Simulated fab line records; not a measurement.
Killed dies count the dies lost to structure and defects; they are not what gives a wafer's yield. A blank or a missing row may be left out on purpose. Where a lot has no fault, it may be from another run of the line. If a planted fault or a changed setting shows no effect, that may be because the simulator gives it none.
A lot that was struck, set against a sound lot    flow nand harc    15 out of 1302 route steps
Sound: these wafers, L675.3, L675.5, L675.6. Struck: wafer L680.3 (L680.2, L680.4, from the same lot, were not struck and are left out); the cause is given at the end.
At each step with rows: each side's tool, then ch and its chambers, then its first start. Under that, the readings that differ: sound wafers    struck wafers    difference of the means    sigmas: that difference in standard deviations of wafers without a fault.
alike: readings whose means differ by less than 2 such deviations, and words and numbers that are the same on both sides. not compared: withheld readings, readings that some wafer has no value for, bounds like >300 that may hide the same value, and numbers for which the record gives no deviation and whose values overlap.
Wherever a step has rows on one side only, a row that says differs or no value, or a row with sigmas, the two part there. When numbers do not overlap yet have no deviation, they are printed without sigmas and do not part them. Lack of a reading on every wafer of one side parts them only where that side has two or more wafers.

first, 6 steps without rows for these wafers: NHARC_A_CONTACT_COAT_36 (resist thk 90 nm); NHARC_A_CONTACT_SOFTBAKE_37 (time 55 s); NHARC_A_CONTACT_EBR_38; NHARC_A_CONTACT_EXPOSE_39 (exposes mask A CC 3); NHARC_A_CONTACT_PEB_40 (peb time 65 s); NHARC_A_CONTACT_DEVELOP_41 (develop time 35 s).
NHARC_A_CONTACT_CD_MEAS_42: the cd target is 300 nm.
  sound on cd sem-03 ch 0, day 22 10:56; struck on cd sem-03 ch 0, day 25 00:29
reading     sound              struck  difference  sigmas
cd nm (nm)  300.7 301.1 300.5  299.2   -1.6        -3
NHARC_A_CONTACT_OVL_MEAS_43:
  sound on overlay-02, day 22 11:01; struck on overlay-01, day 25 00:34
  alike: overlay x nm, overlay y nm
NHARC_A_CONTACT_INSPECT_44:
  sound on defect inspect-02, day 22 11:03; struck on defect inspect-01, day 25 00:36
  alike: raw defect count
NHARC_A_CONTACT_DESCUM_47: chemistry O2, time 3 s.
  sound on rie diel-02 ch 0,1,2, day 22 11:08; struck on rie diel-11 ch 1, day 25 00:40
  alike: drypump motor current A, oes product au, rf vpp V, showerhead plenum p Torr, throttle valve pct
  not compared: rf hours counter h
NHARC_A_CONTACT_ETCH_48: etches the open film in CF4, target depth 39 nm, time 65 s.
  sound on rie diel-02 ch 2,3, day 22 11:12; struck on rie diel-11 ch 2, day 25 00:45
  alike: drypump motor current A, oes product au, rf vpp V, showerhead plenum p Torr, throttle valve pct
  not compared: rf hours counter h
NHARC_A_CONTACT_ETCH_49: etches the open film in N2/H2, target depth 260 nm, time 475.3 s.
  sound on rie diel-02 ch 0,3; struck on rie diel-11 ch 2
  alike: drypump motor current A, oes product au, rf vpp V, showerhead plenum p Torr, throttle valve pct
  not compared: rf hours counter h
NHARC_A_CONTACT_ETCH_50: etches the open film in CF4/CHF3, target depth 121 nm, time 60.5 s.
  sound on rie diel-02 ch 0,2,3, day 22 11:40; struck on rie diel-11 ch 2, day 25 01:13
reading                sound              struck  difference  sigmas
oes product au (a.u.)  0.975 0.963 0.958  0.836   -0.129      -5
  alike: drypump motor current A, rf vpp V, showerhead plenum p Torr, throttle valve pct
  not compared: rf hours counter h
NHARC_A_CONTACT_ETCH_51: etches the open film in O2/COS, target depth 7000 nm, time 1820 s.
  sound on rie diel-02 ch 0,2,3; struck on rie diel-11 ch 2
  alike: drypump motor current A, oes product au, rf vpp V, showerhead plenum p Torr, throttle valve pct
  not compared: rf hours counter h
-- break in the record here, with 3 days between the starts of the struck wafers on either side (left off in module A_CONTACT, picked up again in module END, where the first step shown is number 1302 on the route) --
NHARC_END_SORT_01:
  sound on prober-02 ch 0, day 25 18:35; struck on prober-01 ch 0, day 28 00:42
reading          sound     struck                    difference                    sigmas
hold             - - -     await dispo/4.6h/release  no value on the sound wafers  
killed at array  60 67 71  173                       +107                          +6
killed dies      61 69 73  178                       +110                          +7
  alike: killed at other, killed at periphery, killed open, killed short

== WHERE THEY PART ==
First at NHARC_A_CONTACT_CD_MEAS_42; last, within this record, at NHARC_END_SORT_01.

WHY: whatever the simulator had introduced
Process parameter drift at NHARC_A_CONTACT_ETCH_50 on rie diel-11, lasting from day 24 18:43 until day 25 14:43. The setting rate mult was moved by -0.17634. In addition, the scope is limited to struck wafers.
